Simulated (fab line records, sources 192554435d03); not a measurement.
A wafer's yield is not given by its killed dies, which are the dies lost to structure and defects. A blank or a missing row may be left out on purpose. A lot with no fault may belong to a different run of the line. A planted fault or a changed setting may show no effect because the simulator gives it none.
fab line records	flow n5_finfet
[record] lots = 7	wafers = 39
route steps=1938 shown DUMMY_GATE@250 HKMG_FIN@403 MOL_CONTACT_COAG@559
start_h: hours from the record's first day to the start of the lot's first wafer shown	wait_h: hours from the lot's prior step to this one	" repeats the value in the row above	L1.1+2: a single row standing in for several wafers	- no value present, or no start provided	* or withheld: withheld	< > ~ a bound
route shown NAME@n: NAME is a module with steps in the file, n the number in the route of the first one	usual: mean/standard deviation of fault-free wafers	same: alike in all rows	chamber/n: place in a boat	sites: each site's reading	_std_site: standard deviation across them	_edge_site: outer sites' mean less inner sites'	radius_mm: how far each site lies from the wafer's centre	mask NAME#n: copy n	behind: the tool/chamber that last shaped the wafer	hold: reason for holding the lot/hours on hold/outcome of the hold	device: which transistor (n, p or np) failed to switch	end of line: tests of these same wafers at the route's end	a step with no rows: only its recipe	killed: at the first sort, the dies lost to defects and structure; wafer yield is something else	map: dies across one wafer; x = killed, . = not, _ = none there
set.NAME: the setting as run; set.NAME@STEP: as run at that earlier step	model.NAME: the simulator's own value behind a step, which no gauge read
lots where settings were altered on purpose, with a table for each step and a row for each wafer
[[steps]]
[step N5_DUMMY_GATE_ETCH_42]
[recipe] chemistry = CHF3/O2	target = SiO2	target_depth_a = 35	time_s = 31	ion_energy_ev = 30	bias_w = 12	pressure_mtorr = 30	source_w = 600	Ar_flow_sccm = 200	CHF3_flow_sccm = 50	O2_flow_sccm = 5
[usual] rf_vpp_V = 42.5/1.1
lot.wafer	tool	chamber	start_h	wait_h	set.bias_w	rf_vpp_V
L074.1	rie_diel-06	3	47.45	0.0	12	44.9
L074.2	"	2	"	"	9.776	35.1
L074.3	"	0	"	"	9.776	35.6
L074.4	"	1	"	"	12	43.8
L074.5	"	3	"	"	9.776	37.2
L074.6	"	0	"	"	12	42.7
L076.1	rie_diel-01	0	61.64	0.0	10.79	39.2
L076.2	"	1	"	"	10.79	38.2
L076.3	"	2	"	"	12	43.3
L076.4	"	3	"	"	12	41.4
L076.5	"	1	"	"	10.79	40.0
L076.6	"	2	"	"	12	42.8
L077.1	rie_diel-01	2	65.58	0.0	10.37	40.1
L077.2	"	1	"	"	12	42.9
L077.3	"	3	"	"	12	41.8
L077.4	"	0	"	"	10.37	37.6
L077.5	"	3	"	"	10.37	37.4
L077.6	"	2	"	"	12	42.5
L080.1	rie_diel-02	2	82.84	0.0	12	43.7
L080.2	"	3	"	"	14.2	46.2
L080.3	"	0	"	"	14.2	49.3
L080.4	"	1	"	"	12	42.7
L080.5	"	2	"	"	12	44.1
L080.6	"	3	"	"	14.2	47.4
L084.2	rie_diel-06	3	107.31	0.1	12	42.5
L084.3	"	1	"	"	12	42.9
L084.6	"	0	"	"	12	41.2
L089.1	rie_diel-06	0	138.39	0.0	12	40.7
L089.2	"	3	"	"	12	43.0
L089.3	"	2	"	"	12	41.3
L089.4	"	1	"	"	12	41.9
L089.5	"	0	"	"	12	40.8
L089.6	"	1	"	"	12	43.1
L094.1	rie_diel-01	2	167.65	0.3	13.61	47.8
L094.2	"	3	"	"	13.61	46.0
L094.3	"	1	"	"	13.61	47.2
L094.4	"	0	"	"	12	41.9
L094.5	"	1	"	"	12	41.6
L094.6	"	0	"	"	12	42.3
[step N5_HKMG_FIN_ETCH_55]
[recipe] chemistry = N2/H2	target = SOC	target_depth_a = 2400	temp_c = 40	time_s = 300	ion_energy_ev = 200	mask_material = SiARC	pressure_mtorr = 30	source_w = 840	bias_w = 150	n2_flow_sccm = 200	h2_flow_sccm = 200
[usual] rf_vpp_V = 523.2/2.4
lot.wafer	tool	chamber	start_h	wait_h	set.bias_w	rf_vpp_V	model.SiARC_of_HKMG_FIN_COAT_42.thk_nm
L074.1	rie_diel-05	1	72.52	0.0	150	524.9	21.8
L074.2	"	0	"	"	150	520.5	21.6
L074.3	"	3	"	"	141.5	507.7	23
L074.4	"	2	"	"	150	520.4	21.4
L074.5	"	3	"	"	141.5	508.5	23.2
L074.6	"	2	"	"	141.5	502.3	22.2
L076.1	rie_diel-04	3	87.16	0.0	177.9	581.8	17.6
L076.2	"	2	"	"	150	524.6	21.4
L076.3	"	1	"	"	150	524.9	21
L076.4	"	0	"	"	177.9	585.0	18.8
L076.5	"	0	"	"	150	527.4	21.8
L076.6	"	3	"	"	177.9	580.5	17.6
L077.1	rie_diel-03	1	91.69	0.0	150	523.2	20.8
L077.2	"	0	"	"	150	523.9	21.4
L077.3	"	3	"	"	150	522.2	20.8
L077.4	"	2	"	"	150	527.1	21.4
L077.5	"	2	"	"	150	526.1	21.4
L077.6	"	1	"	"	150	522.0	20.8
L080.1	rie_diel-03	3	110.79	0.0	150	521.6	20.6
L080.2	"	0	"	"	150	524.0	21.2
L080.3	"	2	"	"	150	525.2	21.2
L080.4	"	1	"	"	141	500.6	21.6
L080.5	"	2	"	"	141	507.5	22.4
L080.6	"	1	"	"	141	502.1	21.6
L084.2	rie_diel-04	2	130.87	0.0	150	522.5	21.4
L084.3	"	1	"	"	150	526.6	21
L084.6	"	2	"	"	150	523.3	21.4
L089.1	rie_diel-05	0	162.73	0.0	135	487.0	23.6
L089.2	"	2	"	"	135	485.5	23.2
L089.3	"	3	"	"	150	524.5	22.2
L089.4	"	1	"	"	150	523.1	21.8
L089.5	"	2	"	"	150	520.4	21.4
L089.6	"	1	"	"	135	490.5	23.8
L094.1	rie_diel-04	1	192.02	0.0	132.5	486.6	23.4
L094.2	"	3	"	"	132.5	481.1	23.2
L094.3	"	0	"	"	150	528.4	21.8
L094.4	"	2	"	"	132.5	483.7	23.8
L094.5	"	2	"	"	150	522.2	21.8
L094.6	"	3	"	"	150	521.9	21
[step N5_MOL_CONTACT_COAG_ALD_27]
[recipe] material = SiOC	target_thk_a = 170	temp_c = 400	ald_precursor_family = carbosiloxane	ald_co_reactant = H2-plasma	pulse_time_s = 1.5	time_s = 2720	purge_time_s = 2	co_reactant_purge_time_s = 2	ald_cycles = 340	pressure_torr = 2
lot.wafer	tool	chamber	start_h	wait_h	set.time_s	model.SiOC_of_MOL_CONTACT_COAG_ALD_27.thk_nm
L074.1+2+3	ald_sin-03	2,3,1	93.09	0.0	2720	17
L074.4+5+6	"	0,0,3	"	"	2181	13.6
L076.1+2+3+5	ald_sin-02	3,0,1,3	112.63	1.2	2720	17
L076.4	"	2	"	"	2720	16.8
L076.6	"	0	"	"	2720	17.2
L077.1+4+5	ald_sin-03	1,0,1	114.82	0.2	3155	17
L077.2+3+6	"	2,3,2	"	"	2720	17
L080.1	ald_sin-02	2	134.65	0.0	3247	17
L080.2	"	0	"	"	2720	17.2
L080.3+4	"	3,1	"	"	2720	17
L080.5+6	"	0,1	"	"	3247	17.2
L084.2+3+6	ald_sin-04	0,1,0	155.23	0.0	2720	17
L089.1	ald_sin-03	3	184.62	0.7	2195	13.8
L089.2+3	"	0,1	"	"	2195	13.6
L089.4+5+6	"	2,2,3	"	"	2720	17
L094.1	ald_sin-03	2	214.38	0.1	2720	17.2
L094.2+6	"	1,2	"	"	2720	17
L094.3+4+5	"	3,0,1	"	"	3006	17
[[key]]
[split] step = N5_DUMMY_GATE_ETCH_42	setting = bias_w	stated = 12	by = wafer
[response] step = N5_DUMMY_GATE_ETCH_42	reading = rf_vpp_V	change = +0.33	per = 1%	r = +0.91
[split] step = N5_HKMG_FIN_ETCH_55	setting = bias_w	stated = 150	by = wafer
[response] step = N5_HKMG_FIN_ETCH_55	reading = rf_vpp_V	change = +3.21	per = 1%	r = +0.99
[response] step = N5_HKMG_FIN_ETCH_55	reading = model.SiARC_of_HKMG_FIN_COAT_42.thk_nm	change = -0.177	per = 1%	r = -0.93
[split] step = N5_MOL_CONTACT_COAG_ALD_27	setting = time_s	stated = 2720	by = wafer
[response] step = N5_MOL_CONTACT_COAG_ALD_27	reading = model.SiOC_of_MOL_CONTACT_COAG_ALD_27.thk_nm	shape = bent	at_lowest = 13.6	at_stated = 17.02	at_highest = 17.13
